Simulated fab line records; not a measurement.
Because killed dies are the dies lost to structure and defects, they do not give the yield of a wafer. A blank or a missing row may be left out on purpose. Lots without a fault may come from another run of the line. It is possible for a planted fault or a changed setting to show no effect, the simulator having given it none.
What tool caused it?    flow n5Finfet    Sampling: 11 lots, 32 wafers, 3 of 1938 route steps

== WHAT EACH GAUGE READ, for each wafer ==
N5_BEOL_M15_CD_MEAS_28: target cd 407.6 nm. Usual: cdNm 407.2 nm, standard deviation 2.
lot   measured      on        cdNm (nm)          flag
L252  day 11 22:16  cdSem-01  404.0 406.2 405.4  
L251  day 11 23:07  cdSem-01  406.1 406.8 404.3  
L253  day 12 06:25  cdSem-03  408.6 406.8 410.0  
L256  day 12 17:20  cdSem-02  405.0 406.9 405.7  
L255  day 12 20:49  cdSem-02  407.6 408.4 409.8  
L259  day 14 00:44  cdSem-03  406.7 405.8 405.6  
L260  day 14 10:07  cdSem-01  407.4 407.4        
L263  day 14 21:39  cdSem-02  407.5 406.4 407.9  
L265  day 15 12:47  cdSem-03  407.1 406.3 407.8  
L264  day 15 15:13  cdSem-01  410.1 409.0 408.3  
L267  day 15 23:29  cdSem-02  405.5 405.5 406.1  

N5_MIM_TOP_LITHO_INSPECT_12: inspects for defects (macro). Usual: rawDefectCount 2.0, standard deviation 1.3.
lot   measured      on                rawDefectCount  flag
L252  day 12 10:13  defectInspect-02  2 2 1           
L251  day 12 11:23  defectInspect-01  1 4 2           
L253  day 12 14:13  defectInspect-02  1 2 1           
L256  day 12 23:25  defectInspect-02  4 3 1           
L255  day 13 03:11  defectInspect-01  3 5 3           
L259  day 14 11:22  defectInspect-01  3 6 0           
L260  day 14 20:22  defectInspect-01  1 2             
L263  day 15 11:17  defectInspect-02  1 2 3           
L265  day 15 21:17  defectInspect-01  2 2 1           
L264  day 15 21:20  defectInspect-02  2 1 0           
L267  day 16 05:46  defectInspect-01  2 0 1           

== WHAT TOOL EACH LOT RAN ON (gives the tool, then ch and the chambers of the sampled wafers, and finally the start) ==
lot   N5_BEOL_M15_ETCH_57
L252  rieDiel-03 ch 0,1, day 11 21:29
L251  rieDiel-05 ch 0,1,3, day 11 22:14
L253  rieDiel-03 ch 1,2,3, day 12 05:31
L256  rieDiel-06 ch 0,2,3, day 12 16:27
L255  rieDiel-06 ch 1,2, day 12 20:03
L259  rieDiel-06 ch 0,1,3, day 13 23:50
L260  rieDiel-03 ch 2,3, day 14 09:20
L263  rieDiel-06 ch 1,2,3, day 14 20:53
L265  rieDiel-03 ch 0,1,3, day 15 12:01
L264  rieDiel-05 ch 0,3, day 15 14:27
L267  rieDiel-06 ch 0,1,3, day 15 22:42
- N5_BEOL_M15_ETCH_57: etches SOC in N2/H2, time 750 s.

== AS READ BY THE TOOLS THEMSELVES (means over the sampled wafers that have a number; for cases with no such wafer, the mark the record gives instead) ==
N5_BEOL_M15_ETCH_57. Usual: for drypumpMotorCurrentA, 5.9 A with a standard deviation of 0.47; for h2FlowSccm, 200.0 sccm with a standard deviation of 0.57; for oesProductAu, 0.79 a.u. with a standard deviation of 0.08; for rfFwdPowerW, 2997 W with a standard deviation of 8.8; for rfVppV, 524.7 V with a standard deviation of 2.6; for showerheadPlenumPTorr, 2.57 Torr with a standard deviation of 0.092; for throttleValvePct, 17.87 % with a standard deviation of 0.23.
lot   tool        drypumpMotorCurrentA (A)  h2FlowSccm (sccm)  oesProductAu (a.u.)  rfFwdPowerW (W)  rfVppV (V)  showerheadPlenumPTorr (Torr)  throttleValvePct (%)  flag
L252  rieDiel-03  6.0                       200.3              0.74                 2992             523.2       2.54                          17.85                 
L251  rieDiel-05  5.8                       200.5              0.83                 2998             525.7       2.59                          17.67                 
L253  rieDiel-03  6.0                       200.3              0.70                 2998             524.8       2.55                          17.90                 
L256  rieDiel-06  5.7                       200.6              0.88                 3001             525.6       2.58                          17.76                 
L255  rieDiel-06  5.7                       200.3              0.85                 3004             527.9       2.68                          17.83                 
L259  rieDiel-06  6.0                       199.9              0.80                 2996             524.3       2.57                          18.09                 
L260  rieDiel-03  5.9                       200.8              0.86                 2998             524.1       2.56                          17.77                 
L263  rieDiel-06  5.9                       199.9              0.79                 2997             525.4       2.60                          17.98                 
L265  rieDiel-03  5.9                       199.9              0.72                 2996             523.7       2.52                          17.91                 
L264  rieDiel-05  6.2                       200.5              0.82                 2997             527.3       2.67                          17.68                 
L267  rieDiel-06  6.0                       200.1              0.78                 2998             523.8       2.56                          18.11                 

== THE ANSWER, worked out from the rows above alone ==
Rule: a lot counts as off when the mean over its wafers that have a number is more than 3 standard deviations away from the usual mean. A lot without any number at a reading at which 4 lots or more have one is off too. All remaining lots with rows at the step are treated as sound. Order of review: gauges by route order, followed by the tools' own readings, for which a lot's mean as printed above is used. At the first step where some lot is off, the reading lying furthest off is the one used; lots without a number count as furthest.
No lot is off on any of the readings shown, so nothing can be concluded from this.

== WHAT THE SIMULATOR HAD PUT IN ==
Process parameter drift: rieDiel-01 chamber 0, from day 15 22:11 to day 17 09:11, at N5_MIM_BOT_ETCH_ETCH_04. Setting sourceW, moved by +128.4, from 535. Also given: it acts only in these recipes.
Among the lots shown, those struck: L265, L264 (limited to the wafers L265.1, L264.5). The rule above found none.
